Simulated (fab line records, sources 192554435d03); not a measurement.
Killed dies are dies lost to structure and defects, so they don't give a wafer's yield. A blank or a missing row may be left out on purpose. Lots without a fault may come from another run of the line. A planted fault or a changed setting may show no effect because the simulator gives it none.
Which tool did it? | flow n5_finfet | 24 lots, 72 wafers sampled, at 6 steps of a route of 1938

WHAT THE GAUGES READ, wafer by wafer
N5_BEOL_M14_CD_MEAS_28: target cd 284.4 nm.
lot  | measured     | on        | cd_nm (nm)
L074 | day 10 09:02 | cd_sem-01 | 282.3 280.3 284.6
L075 | day 11 04:55 | cd_sem-03 | 285.6 283.9 285.5
L077 | day 11 06:40 | cd_sem-01 | 285.8 284.4 284.1
L076 | day 11 10:03 | cd_sem-03 | 282.9 281.8 286.3
L078 | day 11 20:41 | cd_sem-01 | 286.4 285.1 285.7
L080 | day 12 09:50 | cd_sem-03 | 287.9 285.3 285.0
L079 | day 12 09:56 | cd_sem-01 | 282.6 284.5 284.3
L081 | day 12 10:38 | cd_sem-01 | 285.2 283.6 283.5
L082 | day 13 00:59 | cd_sem-01 | 287.3 286.7 286.9
L083 | day 13 09:14 | cd_sem-01 | 284.0 283.7 283.0
L084 | day 13 16:13 | cd_sem-03 | 282.8 281.3 281.7
L085 | day 13 17:44 | cd_sem-02 | 283.9 282.7 281.5
L086 | day 14 11:52 | cd_sem-03 | 283.2 286.5 285.2
L087 | day 14 12:49 | cd_sem-01 | 284.3 286.7 284.6
L088 | day 14 17:40 | cd_sem-01 | 283.0 283.6 284.9
L089 | day 14 23:44 | cd_sem-03 | 283.3 284.5 282.3
L090 | day 15 00:49 | cd_sem-02 | 285.9 287.0 285.1
L092 | day 15 15:12 | cd_sem-02 | 282.4 280.3 285.3
L094 | day 15 17:04 | cd_sem-02 | 282.3 283.2 284.5
L093 | day 15 19:14 | cd_sem-03 | 281.7 282.0 283.4
L091 | day 16 03:46 | cd_sem-03 | 284.5 284.6 285.1
L095 | day 16 14:30 | cd_sem-03 | 285.3 285.8 284.6
L096 | day 17 04:04 | cd_sem-02 | 285.0 282.1 286.9
L097 | day 17 04:05 | cd_sem-01 | 283.1 283.1 283.6

N5_MIM_TOP_LITHO_CD_MEAS_08: target cd 2000 nm.
lot  | measured     | on        | cd_nm (nm)
L074 | day 10 22:10 | cd_sem-03 | 2000.6 2000.9 1998.1
L075 | day 11 20:52 | cd_sem-03 | 2001.0 2000.9 2002.6
L077 | day 11 21:07 | cd_sem-03 | 2002.5 2002.3 2001.5
L076 | day 12 02:05 | cd_sem-02 | 1998.6 1998.6 2001.0
L078 | day 12 12:32 | cd_sem-01 | 1999.6 2000.1 1996.6
L080 | day 13 13:49 | cd_sem-01 | 1999.0 2002.3 1999.7
L079 | day 13 09:32 | cd_sem-02 | 2001.6 1997.0 1997.8
L081 | day 13 12:44 | cd_sem-02 | 1998.5 2001.9 1998.3
L082 | day 13 17:43 | cd_sem-02 | 2002.5 2002.5 2000.7
L083 | day 14 01:26 | cd_sem-03 | 1999.7 2001.1 2002.7
L084 | day 14 05:11 | cd_sem-01 | 2000.3 1997.7 1999.3
L085 | day 14 12:02 | cd_sem-01 | 2004.2 2003.5 2000.7
L086 | day 15 01:42 | cd_sem-01 | 2000.4 1999.5 2003.2
L087 | day 15 05:20 | cd_sem-01 | 2000.8 1998.1 1999.3
L088 | day 15 05:41 | cd_sem-02 | 1997.7 2001.5 1998.9
L089 | day 15 13:58 | cd_sem-03 | 1999.7 2000.6 1999.6
L090 | day 15 16:52 | cd_sem-02 | 2002.0 1999.6 2000.1
L092 | day 16 07:43 | cd_sem-02 | 1996.9 1997.2 1999.1
L094 | day 16 08:39 | cd_sem-02 | 2003.5 2002.8 2001.0
L093 | day 16 08:47 | cd_sem-01 | 1998.2 2001.8 1997.5
L091 | day 16 16:34 | cd_sem-02 | 2002.0 2000.2 2000.7
L095 | day 17 04:38 | cd_sem-02 | 2003.1 2004.0 2003.2
L096 | day 17 20:14 | cd_sem-01 | 1995.8 1998.5 1997.1
L097 | day 17 20:29 | cd_sem-01 | 2002.6 2002.6 2003.5

WHICH TOOL RAN EACH LOT (tool, then ch and the chambers of the sampled wafers, then the start)
lot  | N5_BEOL_M14_VIA_ETCH_16            | N5_BEOL_M15_PRE_CLEAN_42     | N5_BEOL_M15_ANNEAL_48            | N5_MIM_BOT_DEGAS_01
L074 | rie_diel-06 ch 0,1,3, day 10 08:20 | pvd_sputter-01, day 10 16:37 | rtp_anneal-02 ch 0, day 10 17:19 | pvd_sputter-03, day 10 20:18
L075 | rie_diel-01 ch 2,3, day 11 04:14   | pvd_sputter-02, day 11 14:50 | rtp_anneal-01 ch 0, day 11 15:26 | pvd_sputter-03, day 11 18:52
L077 | rie_diel-01 ch 1,3, day 11 06:00   | pvd_sputter-02, day 11 15:40 | rtp_anneal-02 ch 0, day 11 16:16 | pvd_sputter-03, day 11 19:16
L076 | rie_diel-06 ch 1,2,3, day 11 09:23 | pvd_sputter-03, day 11 19:44 | rtp_anneal-01 ch 0, day 11 20:18 | pvd_sputter-01, day 12 00:04
L078 | rie_diel-06 ch 1,2,3, day 11 19:53 | pvd_sputter-01, day 12 06:34 | rtp_anneal-01 ch 0, day 12 07:59 | pvd_sputter-01, day 12 09:47
L080 | rie_diel-01 ch 0,2,3, day 12 09:02 | pvd_sputter-01, day 13 07:52 | rtp_anneal-02 ch 0, day 13 08:26 | pvd_sputter-03, day 13 11:58
L079 | rie_diel-06 ch 0,1,3, day 12 09:10 | pvd_sputter-03, day 13 05:58 | rtp_anneal-02 ch 0, day 13 06:36 | pvd_sputter-03, day 13 08:25
L081 | rie_diel-06 ch 1,2, day 12 09:50   | pvd_sputter-01, day 13 07:32 | rtp_anneal-02 ch 0, day 13 08:09 | pvd_sputter-03, day 13 09:54
L082 | rie_diel-02 ch 0,3, day 13 00:18   | pvd_sputter-03, day 13 12:32 | rtp_anneal-02 ch 0, day 13 13:06 | pvd_sputter-02, day 13 16:34
L083 | rie_diel-02 ch 1,3, day 13 08:33   | pvd_sputter-02, day 13 20:04 | rtp_anneal-01 ch 0, day 13 20:38 | pvd_sputter-03, day 13 22:43
L084 | rie_diel-02 ch 0,3, day 13 15:25   | pvd_sputter-02, day 13 22:23 | rtp_anneal-02 ch 0, day 13 23:13 | pvd_sputter-01, day 14 01:50
L085 | rie_diel-02 ch 0,3, day 13 16:56   | pvd_sputter-01, day 14 05:39 | rtp_anneal-01 ch 0, day 14 06:20 | pvd_sputter-03, day 14 08:48
L086 | rie_diel-01 ch 0,2,3, day 14 11:04 | pvd_sputter-02, day 14 20:26 | rtp_anneal-01 ch 0, day 14 21:02 | pvd_sputter-01, day 15 00:27
L087 | rie_diel-01 ch 0,2,3, day 14 12:08 | pvd_sputter-01, day 15 01:31 | rtp_anneal-02 ch 0, day 15 02:10 | pvd_sputter-02, day 15 04:19
L088 | rie_diel-02 ch 1,3, day 14 16:52   | pvd_sputter-03, day 15 01:57 | rtp_anneal-02 ch 0, day 15 02:38 | pvd_sputter-02, day 15 04:38
L089 | rie_diel-01 ch 1,2,3, day 14 22:56 | pvd_sputter-02, day 15 08:48 | rtp_anneal-01 ch 0, day 15 09:29 | pvd_sputter-03, day 15 11:47
L090 | rie_diel-02 ch 0,1, day 15 00:05   | pvd_sputter-01, day 15 11:13 | rtp_anneal-01 ch 0, day 15 11:55 | pvd_sputter-02, day 15 14:03
L092 | rie_diel-06 ch 0,1, day 15 14:25   | pvd_sputter-03, day 16 01:02 | rtp_anneal-02 ch 0, day 16 03:01 | pvd_sputter-03, day 16 05:19
L094 | rie_diel-06 ch 1,2, day 15 16:16   | pvd_sputter-03, day 16 04:53 | rtp_anneal-01 ch 0, day 16 05:26 | pvd_sputter-02, day 16 07:35
L093 | rie_diel-06 ch 0,2, day 15 18:33   | pvd_sputter-01, day 16 04:55 | rtp_anneal-02 ch 0, day 16 05:45 | pvd_sputter-03, day 16 07:44
L091 | rie_diel-02 ch 0,2, day 16 03:05   | pvd_sputter-01, day 16 11:40 | rtp_anneal-02 ch 0, day 16 12:14 | pvd_sputter-03, day 16 14:42
L095 | rie_diel-02 ch 0,2,3, day 16 13:42 | pvd_sputter-01, day 17 00:20 | rtp_anneal-01 ch 0, day 17 01:37 | pvd_sputter-03, day 17 03:29
L096 | rie_diel-06 ch 0,2, day 17 03:16   | pvd_sputter-01, day 17 12:36 | rtp_anneal-01 ch 0, day 17 13:11 | pvd_sputter-02, day 17 16:40
L097 | rie_diel-01 ch 0,2,3, day 17 03:23 | pvd_sputter-01, day 17 13:10 | rtp_anneal-01 ch 0, day 17 13:43 | pvd_sputter-03, day 17 16:47
- N5_BEOL_M14_VIA_ETCH_16: etches SiO2 in C4F8/O2/Ar, target depth 1231.3 nm.
- N5_BEOL_M15_PRE_CLEAN_42: time 30 s.
- N5_BEOL_M15_ANNEAL_48: time 90 s.
- N5_MIM_BOT_DEGAS_01: time 60 s.

WHAT THE TOOLS THEMSELVES READ (means of the sampled wafers that have a number; where no wafer has one, the mark that the record gives instead)
N5_BEOL_M14_VIA_ETCH_16.
lot  | tool        | O2_flow_sccm (sccm) | drypump_motor_current_A (A) | mfc_ar_sccm (sccm) | oes_product_au (a.u.) | rf_vpp_V (V) | showerhead_plenum_p_Torr (Torr) | throttle_valve_pct (%)
L074 | rie_diel-06 | 12.00               | 5.7                         | 401.3              | 0.75                  | 2246         | 3.51                            | 30.85
L075 | rie_diel-01 | 11.99               | 6.2                         | 400.1              | 0.77                  | 2210         | 3.35                            | 30.66
L077 | rie_diel-01 | 11.97               | 5.4                         | 399.5              | 0.64                  | 2220         | 3.37                            | 30.81
L076 | rie_diel-06 | 12.00               | 5.7                         | 400.1              | 0.73                  | 2244         | 3.50                            | 30.89
L078 | rie_diel-06 | 12.03               | 5.8                         | 400.2              | 0.73                  | 2244         | 3.50                            | 30.90
L080 | rie_diel-01 | 11.97               | 6.1                         | 399.5              | 0.80                  | 2219         | 3.45                            | 30.77
L079 | rie_diel-06 | 11.99               | 5.7                         | 400.0              | 0.73                  | 2245         | 3.50                            | 30.87
L081 | rie_diel-06 | 12.05               | 6.2                         | 399.0              | 0.72                  | 2228         | 3.40                            | 30.92
L082 | rie_diel-02 | 11.94               | 5.5                         | 398.8              | 0.71                  | 2207         | 3.43                            | 30.73
L083 | rie_diel-02 | 12.01               | 5.0                         | 399.4              | 0.70                  | 2213         | 3.35                            | 30.73
L084 | rie_diel-02 | 11.96               | 5.4                         | 400.0              | 0.71                  | 2206         | 3.42                            | 30.74
L085 | rie_diel-02 | 12.02               | 5.5                         | 400.1              | 0.72                  | 2208         | 3.42                            | 30.76
L086 | rie_diel-01 | 12.00               | 6.1                         | 399.3              | 0.76                  | 2218         | 3.44                            | 30.76
L087 | rie_diel-01 | 12.01               | 6.1                         | 398.9              | 0.76                  | 2217         | 3.44                            | 30.78
L088 | rie_diel-02 | 12.02               | 5.0                         | 401.0              | 0.69                  | 2212         | 3.34                            | 30.75
L089 | rie_diel-01 | 11.99               | 5.8                         | 399.9              | 0.77                  | 2214         | 3.34                            | 30.75
L090 | rie_diel-02 | 12.00               | 5.7                         | 399.4              | 0.70                  | 2204         | 3.46                            | 30.65
L092 | rie_diel-06 | 11.96               | 5.8                         | 401.3              | 0.71                  | 2236         | 3.50                            | 30.91
L094 | rie_diel-06 | 11.98               | 6.3                         | 398.6              | 0.69                  | 2227         | 3.39                            | 30.93
L093 | rie_diel-06 | 11.98               | 5.3                         | 400.0              | 0.73                  | 2243         | 3.60                            | 30.98
L091 | rie_diel-02 | 12.05               | 5.8                         | 400.4              | 0.70                  | 2195         | 3.54                            | 30.75
L095 | rie_diel-02 | 12.01               | 5.4                         | 400.0              | 0.68                  | 2203         | 3.45                            | 30.78
L096 | rie_diel-06 | 11.99               | 5.3                         | 399.8              | 0.72                  | 2242         | 3.60                            | 30.99
L097 | rie_diel-01 | 12.01               | 6.0                         | 398.9              | 0.74                  | 2217         | 3.43                            | 30.79

N5_BEOL_M15_PRE_CLEAN_42.
lot  | tool           | heater_power_w (W)
L074 | pvd_sputter-01 | 492
L075 | pvd_sputter-02 | 462
L077 | pvd_sputter-02 | 467
L076 | pvd_sputter-03 | 453
L078 | pvd_sputter-01 | 493
L080 | pvd_sputter-01 | 492
L079 | pvd_sputter-03 | 432
L081 | pvd_sputter-01 | 463
L082 | pvd_sputter-03 | 431
L083 | pvd_sputter-02 | 465
L084 | pvd_sputter-02 | 450
L085 | pvd_sputter-01 | 466
L086 | pvd_sputter-02 | 459
L087 | pvd_sputter-01 | 447
L088 | pvd_sputter-03 | 465
L089 | pvd_sputter-02 | 448
L090 | pvd_sputter-01 | 448
L092 | pvd_sputter-03 | 419
L094 | pvd_sputter-03 | 457
L093 | pvd_sputter-01 | 461
L091 | pvd_sputter-01 | 453
L095 | pvd_sputter-01 | 461
L096 | pvd_sputter-01 | 467
L097 | pvd_sputter-01 | 496

N5_BEOL_M15_ANNEAL_48.
lot  | tool          | wafer_temp_C_max
L074 | rtp_anneal-02 | 225.99
L075 | rtp_anneal-01 | 225.44
L077 | rtp_anneal-02 | 225.66
L076 | rtp_anneal-01 | 225.58
L078 | rtp_anneal-01 | 225.72
L080 | rtp_anneal-02 | 225.89
L079 | rtp_anneal-02 | 226.05
L081 | rtp_anneal-02 | 225.59
L082 | rtp_anneal-02 | 225.64
L083 | rtp_anneal-01 | 225.79
L084 | rtp_anneal-02 | 225.83
L085 | rtp_anneal-01 | 225.62
L086 | rtp_anneal-01 | 225.91
L087 | rtp_anneal-02 | 225.95
L088 | rtp_anneal-02 | 225.71
L089 | rtp_anneal-01 | 225.59
L090 | rtp_anneal-01 | 225.79
L092 | rtp_anneal-02 | 225.64
L094 | rtp_anneal-01 | 225.77
L093 | rtp_anneal-02 | 225.99
L091 | rtp_anneal-02 | 225.78
L095 | rtp_anneal-01 | 225.77
L096 | rtp_anneal-01 | 225.75
L097 | rtp_anneal-01 | 225.34

N5_MIM_BOT_DEGAS_01.
lot  | tool           | heater_power_w (W)
L074 | pvd_sputter-03 | 406
L075 | pvd_sputter-03 | 457
L077 | pvd_sputter-03 | 424
L076 | pvd_sputter-01 | 455
L078 | pvd_sputter-01 | 455
L080 | pvd_sputter-03 | 449
L079 | pvd_sputter-03 | 434
L081 | pvd_sputter-03 | 461
L082 | pvd_sputter-02 | 467
L083 | pvd_sputter-03 | 471
L084 | pvd_sputter-01 | 454
L085 | pvd_sputter-03 | 405
L086 | pvd_sputter-01 | 416
L087 | pvd_sputter-02 | 469
L088 | pvd_sputter-02 | 461
L089 | pvd_sputter-03 | 435
L090 | pvd_sputter-02 | 458
L092 | pvd_sputter-03 | 422
L094 | pvd_sputter-02 | 485
L093 | pvd_sputter-03 | 440
L091 | pvd_sputter-03 | 423
L095 | pvd_sputter-03 | 398
L096 | pvd_sputter-02 | 485
L097 | pvd_sputter-03 | 474

THE ANSWER, worked out from the rows above alone
Rule: what is usual is taken from the lots themselves. Put in order of their means at a reading, lots are off if they are a third of the lots or fewer, leave a main group of 4 or more, and stand apart from it by a gap of 3 or more times the standard deviation of the main group's means; of several such gaps the widest counts. A main group whose means are all the same, to the digits that the tables above print for the reading, isn't used. A lot without any number at a reading at which 4 lots or more have one is off too. The other lots that the step has rows for count as sound. The gauges are gone through in route order, then the tools' own readings, and for those a lot's mean is taken as printed above. The first step at which some lot is off is used, and at that step the reading that is off furthest; a lot without a number counts as furthest.
No lot is off at any reading shown: from this, nothing can be told.

WHAT THE SIMULATOR HAD PUT IN
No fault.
